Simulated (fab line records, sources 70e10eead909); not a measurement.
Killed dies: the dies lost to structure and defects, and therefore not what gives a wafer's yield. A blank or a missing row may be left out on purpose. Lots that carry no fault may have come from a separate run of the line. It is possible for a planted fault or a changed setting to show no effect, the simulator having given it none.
What tool caused it?	flow nandHarc	33 wafers from 11 lots sampled at 5 of the route's 1159 steps

WHAT THE GAUGES READ, wafer by wafer
NHARC_A_BONDPAD_CD_MEAS_13. Usual: cdNm 499 nm, standard deviation 3.2.
lot	measured	on	cdNm (nm)	flag
L172	day 18 05:03	cdSem-02	501 504 502	
L173	day 18 10:37	cdSem-02	496 496 496	
L175	day 19 01:50	cdSem-03	505 502 502	
L179	day 19 15:10	cdSem-02	503 501 502	
L181	day 20 14:38	cdSem-01	498 499 497	
L182	day 20 22:35	cdSem-02	498 501 497	
L184	day 21 01:33	cdSem-01	496 493 493	
L185	day 22 01:31	cdSem-03	501 498 498	
L188	day 22 02:02	cdSem-03	502 499 500	
L191	day 22 02:53	cdSem-03	500 503 500	
L195	day 23 10:12	cdSem-03	500 498 504	

NHARC_THIN_TSV_THK_MEAS_02: measures by ir. Usual: thkNm 3026 nm, standard deviation 200.
lot	measured	on	thkNm (nm)	flag
L172	day 18 17:42	filmMetro-02	2718 3129 3044	
L173	day 19 00:26	filmMetro-02	3161 3051 2816	
L175	day 19 17:37	filmMetro-02	2936 2690 2952	
L179	day 20 06:00	filmMetro-01	2811 2775 3132	
L181	day 21 04:19	filmMetro-01	2957 2832 2446	
L182	day 21 16:34	filmMetro-01	3216 3150 3063	
L184	day 21 15:21	filmMetro-02	3241 3130 3137	
L185	day 22 18:45	filmMetro-02	3029 3021 2822	
L188	day 22 21:08	filmMetro-01	2741 3038 2543	
L191	day 22 22:21	filmMetro-01	3091 3420 3168	
L195	day 23 23:11	filmMetro-01	3385 3452 3088	

NHARC_END_SORT_01. Usual: defectLimitedYield 95.2 %, standard deviation 1.6; killedAtArray 29, standard deviation 11; killedAtOther 0.5, standard deviation 0.89; killedAtPeriphery 3.3, standard deviation 2; killedDies 32, standard deviation 11; killedOpen 3.1, standard deviation 1.9; killedShort 2.3, standard deviation 1.6; sort_bin_2_pct 1.5 %, standard deviation 0.71; sort_bin_3_pct 0.30 %, standard deviation 0.22; sort_bin_4_pct 3.0 %, standard deviation 1.1; sortNPass 645, standard deviation 11; sortRimYieldPct 97.3 %, standard deviation 1.8; sortYieldPct 95.2 %, standard deviation 1.6.
lot	measured	on	defectLimitedYield (%)	killedAtArray	killedAtOther	killedAtPeriphery	killedDies	killedOpen	killedShort	sort_bin_2_pct (%)	sort_bin_3_pct (%)	sort_bin_4_pct (%)	sortNPass	sortRimYieldPct (%)	sortYieldPct (%)	flag
L172	day 19 16:53	prober-01	97.2 97.6 96.5	15 15 19	0 0 0	4 1 5	19 16 24	2 3 4	2 0 3	1.0 0.9 1.0	0.30 0.15 0.15	1.5 1.3 2.4	658 661 653	98.1 100.0 99.1	97.2 97.6 96.5	
L175	day 20 11:10	prober-01	94.8 95.6 95.4	32 24 28	0 0 0	3 6 3	35 30 31	4 2 0	3 2 2	1.8 1.5 1.8	0.30 0.59 0.44	3.1 2.4 2.4	642 647 646	98.1 99.1 98.1	94.8 95.6 95.4	
L179	day 20 23:11	prober-02	92.6 94.2 93.4	42 33 44	0 3 0	8 3 1	50 39 45	4 0 2	3 1 1	2.7 1.5 1.9	0.30 0.44 0.44	4.4 3.8 4.3	627 638 632	94.3 96.2 96.2	92.6 94.2 93.4	
L185	day 23 10:44	prober-01	94.2 92.6 94.8	34 45 34	1 0 0	4 5 1	39 50 35	2 8 5	1 3 3	1.6 3.1 1.8	0.44 0.15 0.44	3.7 4.1 3.0	638 627 642	95.3 96.2 98.1	94.2 92.6 94.8	
L188	day 23 18:27	prober-01	94.5 94.4 95.3	36 34 30	1 1 0	0 3 2	37 38 32	1 3 4	3 1 2	1.6 2.1 1.5	0.30 0.59 0.15	3.5 3.0 3.1	640 639 645	100.0 98.1 99.1	94.5 94.4 95.3	

WHAT TOOL EACH LOT RAN ON (gives the tool, then ch and the chambers of the sampled wafers, and finally the start)
lot	NHARC_A_BONDPAD_ETCH_12	NHARC_THIN_TSV_ETCHBACK_48
L172	rieDiel-10 ch 0,2,3, day 18 05:03 or earlier	rieDiel-04 ch 0,2, day 18 22:16
L173	rieDiel-07 ch 0,1, day 18 10:37 or earlier	rieDiel-04 ch 0,2, day 19 04:01
L175	rieDiel-10 ch 1,2,3, day 19 01:50 or earlier	rieDiel-08 ch 0,2,3, day 19 20:59
L179	rieDiel-10 ch 0,1,2, day 19 15:10 or earlier	rieDiel-09 ch 1,2,3, day 20 09:11
L181	rieDiel-07 ch 0,3, day 20 14:38 or earlier	rieDiel-09 ch 0,1, day 21 07:56
L182	rieDiel-05 ch 0,3, day 20 22:35 or earlier	rieDiel-08 ch 0,3, day 21 19:53
L184	rieDiel-05 ch 1,2, day 21 01:33 or earlier	rieDiel-04 ch 0,1,2, day 21 18:45
L185	rieDiel-05 ch 0,1,2, day 22 01:31 or earlier	rieDiel-08 ch 1,3, day 22 22:05
L188	rieDiel-05 ch 0,1,2, day 22 02:02 or earlier	rieDiel-04 ch 0,1,2, day 23 00:47
L191	rieDiel-10 ch 0,2, day 22 02:53 or earlier	rieDiel-04 ch 0,1,2, day 23 01:42
L195	rieDiel-05 ch 0,1, day 23 10:12 or earlier	rieDiel-04 ch 0,1,3, day 24 02:34
- NHARC_A_BONDPAD_ETCH_12: etches the open film in CHF3/O2, target depth 220 nm, time 110 s.
- NHARC_THIN_TSV_ETCHBACK_48: etches the open film in C4F8/Ar, target depth 1028.5 nm, time 405.17 s.

AS READ BY THE TOOLS THEMSELVES (means over the sampled wafers that have a number; for cases with no such wafer, the mark the record gives instead)
NHARC_A_BONDPAD_ETCH_12. Usual: chamberPressureMTorr is 25.001 mTorr with standard deviation 0.02, drypumpMotorCurrentA is 5.6 A with standard deviation 0.38, o2FlowSccm is 10.002 sccm with standard deviation 0.03, oesProductAu is 0.944 a.u. with standard deviation 0.025, rfVppV is 370.0 V with standard deviation 2.1, showerheadPlenumPTorr is 2.38 Torr with standard deviation 0.088, and throttleValvePct is 20.573 % with standard deviation 0.0091.
lot	tool	chamberPressureMTorr (mTorr)	drypumpMotorCurrentA (A)	o2FlowSccm (sccm)	oesProductAu (a.u.)	rfVppV (V)	showerheadPlenumPTorr (Torr)	throttleValvePct (%)	flag
L172	rieDiel-10	25.012	5.7	10.014	0.955	370.8	2.39	20.566	
L173	rieDiel-07	24.988	6.2	10.017	0.953	369.8	2.36	20.573	
L175	rieDiel-10	24.994	5.4	10.024	0.961	369.2	2.35	20.569	
L179	rieDiel-10	25.000	5.6	10.035	0.929	368.9	2.32	20.569	
L181	rieDiel-07	25.019	6.0	9.998	0.929	370.5	2.40	20.571	
L182	rieDiel-05	25.006	5.4	10.005	0.925	371.2	2.39	20.569	
L184	rieDiel-05	24.991	5.6	10.043	0.924	370.3	2.39	20.569	
L185	rieDiel-05	25.008	5.7	10.011	0.930	369.6	2.38	20.571	
L188	rieDiel-05	25.009	5.7	9.959	0.931	370.2	2.38	20.576	
L191	rieDiel-10	24.990	5.6	10.007	0.938	367.6	2.30	20.569	
L195	rieDiel-05	24.991	5.3	10.003	0.982	371.2	2.44	20.575	

NHARC_THIN_TSV_ETCHBACK_48. Usual: chamberPressureMTorr 24.999 mTorr, standard deviation 0.022; oesProductAu 0.95 a.u., standard deviation 0.038; rfVppV 547.5 V, standard deviation 2.7.
lot	tool	chamberPressureMTorr (mTorr)	oesProductAu (a.u.)	rfVppV (V)	flag
L172	rieDiel-04	25.035	0.92	551.1	
L173	rieDiel-04	25.012	0.92	550.9	
L175	rieDiel-08	25.003	0.93	546.8	
L179	rieDiel-09	25.004	0.92	548.2	
L181	rieDiel-09	25.001	0.96	548.7	
L182	rieDiel-08	25.011	0.99	547.1	
L184	rieDiel-04	24.990	0.95	548.6	
L185	rieDiel-08	24.991	0.94	545.2	
L188	rieDiel-04	24.999	0.95	548.4	
L191	rieDiel-04	24.996	0.92	548.7	
L195	rieDiel-04	25.001	0.92	548.9	

THE ANSWER, worked out from the rows above alone
Rule: a lot is off if the mean of its wafers that have a number lies more than 3 standard deviations from the usual mean. A lot without any number at a reading at which 4 lots or more have one is off too. Where the step has rows for the other lots, those lots are counted as sound. The gauges are gone through in route order, then the tools' own readings, and for those a lot's mean is taken as printed above. The first step at which some lot is off is used, and at that step the reading that is off furthest; a lot without a number counts as furthest.
Across all readings shown, no lot is off: no conclusion can be drawn from this.

WHAT THE SIMULATOR PUT IN
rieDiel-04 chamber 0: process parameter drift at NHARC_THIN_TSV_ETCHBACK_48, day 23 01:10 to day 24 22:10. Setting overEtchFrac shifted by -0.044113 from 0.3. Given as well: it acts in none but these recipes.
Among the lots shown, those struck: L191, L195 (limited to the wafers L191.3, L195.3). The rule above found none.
